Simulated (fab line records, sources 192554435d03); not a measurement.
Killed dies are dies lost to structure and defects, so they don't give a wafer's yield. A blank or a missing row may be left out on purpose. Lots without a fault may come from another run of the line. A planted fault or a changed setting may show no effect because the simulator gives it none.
One fault seen from 3 desks | flow n5_finfet | each desk has only its own numbers; what lay behind them comes last

THE TOOL OWNER'S DESK: pecvd-02
The tool's own readings at N5_GATE_CUT_HM_DEP_46 (deposits SiO2 from TEOS/O2, target thk 130 nm, time 26.6 s): means of the sampled wafers that have a number, for each lot that ran on this tool. A lot is out of limits, marked OUT, if its mean lies more than 4 standard deviations from the usual mean; the brackets give that distance.
Columns: A = heater_power_w at N5_GATE_CUT_HM_DEP_46, usual 532 W; B = showerhead_plenum_p_Torr at N5_GATE_CUT_HM_DEP_46, usual 8.34 Torr; C = showerhead_vpp_V at N5_GATE_CUT_HM_DEP_46, usual 1868 V; D = throttle_valve_pct at N5_GATE_CUT_HM_DEP_46, usual 18.4 %
lot  | first seen here | A   | B    | C    | D
L778 | day 7 02:59     | 524 | 8.35 | 1831 | 17.2
L779 | day 7 05:43     | 560 | 8.33 | 1829 | 17.3
L782 | day 7 20:04     | 535 | 8.36 | 1932 | 18.2
L786 | day 8 19:44     | 578 | 8.36 | 1915 | 18.2
This desk's finding: nothing out of limits on any of the 4 lots.

THE METROLOGY DESK
What the gauges read, lot by lot, whatever tool the lot ran on: means of the sampled wafers that have a number. A lot is out of limits, marked OUT, if its mean lies more than 4 standard deviations from the usual mean; the brackets give that distance. Of its 11 readings 7 are shown: those that lie furthest out on some lot.
Columns: A = GATE_CUT_OVL at N5_GATE_CUT_OVL_MEAS_14, usual 0.3 nm; B = DIBL_N at N5_BEOL_M4_RC_MEAS_101, usual 36.0 mV/V; C = DIBL_P at N5_BEOL_M4_RC_MEAS_101, usual 35.8 mV/V; D = IOFF_N at N5_BEOL_M4_RC_MEAS_101, usual 0.15 nA/um; E = IOFF_P at N5_BEOL_M4_RC_MEAS_101, usual 0.20 nA/um; F = ION_P at N5_BEOL_M4_RC_MEAS_101, usual 460 uA/um; G = SS_N at N5_BEOL_M4_RC_MEAS_101, usual 71.5 mV/dec
lot  | first seen here | A    | B    | C    | D    | E    | F   | G
L771 | day 5 03:28     | -0.2 | 35.6 | 34.0 | 0.14 | 0.16 | 451 | 72.1
L777 | day 6 15:28     | -0.5 | 38.4 | 38.8 | 0.19 | 0.25 | 467 | 72.3
L778 | day 7 03:29     | 0.3  | 36.2 | 34.9 | 0.17 | 0.23 | 462 | 71.7
L779 | day 7 06:13     | 0.5  | 36.2 | 35.6 | 0.16 | 0.22 | 465 | 71.5
L782 | day 7 20:26     | 0.4  | 35.5 | 35.3 | 0.13 | 0.19 | 461 | 70.8
L786 | day 8 20:14     | 0.3  | 35.9 | 34.7 | 0.14 | 0.21 | 455 | 71.7
L788 | day 9 07:34     | 0.1  | 36.0 | 36.2 | 0.16 | 0.22 | 466 | 71.2
L791 | day 10 00:42    | 0.7  | 35.9 | 34.7 | 0.15 | 0.19 | 461 | 71.1
L792 | day 10 06:27    | 0.1  | 35.0 | 36.2 | 0.15 | 0.19 | 461 | 71.1
This desk's finding: nothing out of limits on any of the 9 lots.

THE DEFECT DESK
What the inspections along the route counted, lot by lot: means of the sampled wafers that have a number. A lot is out of limits, marked OUT, if its mean lies more than 4 standard deviations from the usual mean; the brackets give that distance.
Columns: A = raw_defect_count at N5_GATE_CUT_INSPECT_15, usual 135
lot  | first seen here | A
L771 | day 5 03:31     | 116
L777 | day 6 15:32     | 132
L778 | day 7 03:32     | 113
L779 | day 7 06:16     | 101
L782 | day 7 20:29     | 1205 (+27) OUT
L786 | day 8 20:17     | 1157 (+26) OUT
L788 | day 9 07:37     | 106
L791 | day 10 00:45    | 153
L792 | day 10 06:30    | 153
This desk's finding: out of limits on L782, L786; first on L782, day 7 20:29 (raw_defect_count at N5_GATE_CUT_INSPECT_15). In limits: L771, L777, L778, L779, L788, L791, L792.

PUT TOGETHER
The defect desk could have raised an alarm at day 7 20:29, on L782, L786.
The tool owner's desk saw nothing out of limits.
The metrology desk saw nothing out of limits.
The tool owner's desk has L782, L786 on record, within its limits.
The metrology desk has L782, L786 on record, within its limits.
Of the lots named, all ran N5_GATE_CUT_HM_DEP_46 on pecvd-02.

WHAT THE SIMULATOR HAD PUT IN
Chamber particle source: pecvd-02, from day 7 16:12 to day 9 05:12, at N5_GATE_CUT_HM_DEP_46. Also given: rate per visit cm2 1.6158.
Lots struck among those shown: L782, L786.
Hours from the fault's start to each desk's first reading out of limits: the defect desk, 4.
